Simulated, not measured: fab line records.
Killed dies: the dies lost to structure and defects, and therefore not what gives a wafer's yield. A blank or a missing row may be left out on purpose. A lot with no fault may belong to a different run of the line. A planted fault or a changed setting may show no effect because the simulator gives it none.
Matching of chambers | flow n5Finfet | rieDiel-01 running N5_BEOL_M5_ETCH_62: 4 sister chambers
The step etches SOC in N2/H2, target depth 75 nm, overetch 15 nm, time 112.5 s. 4 wafers are shown with their chamber, then 8 later ones without.

WAFERS PAIRED WITH THEIR CHAMBERS
wafer  | chamber | throttleValvePct (%)
L085.3 | 0       | 17.61
L087.1 | 1       | 17.51
L087.4 | 2       | 18.02
L088.1 | 3       | 17.90

WAFERS WHOSE CHAMBER IS MISSING
wafer  | throttleValvePct (%)
L088.4 | 17.51
L088.5 | 17.90
L089.3 | 17.90
L089.5 | 17.54
L089.6 | 17.66
L095.2 | 17.66
L095.3 | 17.91
L095.4 | 18.03

WHICH CHAMBER EACH ONE RAN IN
wafer  | from the rows above     | in truth
L088.4 | 1                       | 1
L088.5 | 3                       | 3
L089.3 | 3                       | 3
L089.5 | can't be placed: 1 or 0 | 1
L089.6 | 0                       | 0
L095.2 | 0                       | 0
L095.3 | 3                       | 3
L095.4 | 2                       | 2
7 of 8 placed correctly. Can't be placed from these rows: 1 (the true chamber is among the candidates in 1). 0 placed wrongly.
How it was worked out, from the rows above alone: a wafer's distance from a chamber is the root of the sum, over the readings, of the square of ((its reading less the chamber's mean) divided by the reading's scatter). If the next closest chamber is less than 2 further off than the closest, the wafer can't be placed; otherwise it belongs to the closest. Each chamber's mean is taken over the wafers shown for it. The scatter: with one shown wafer a chamber, the root of the mean of the squares of how far each hidden wafer lies from its nearest shown one.
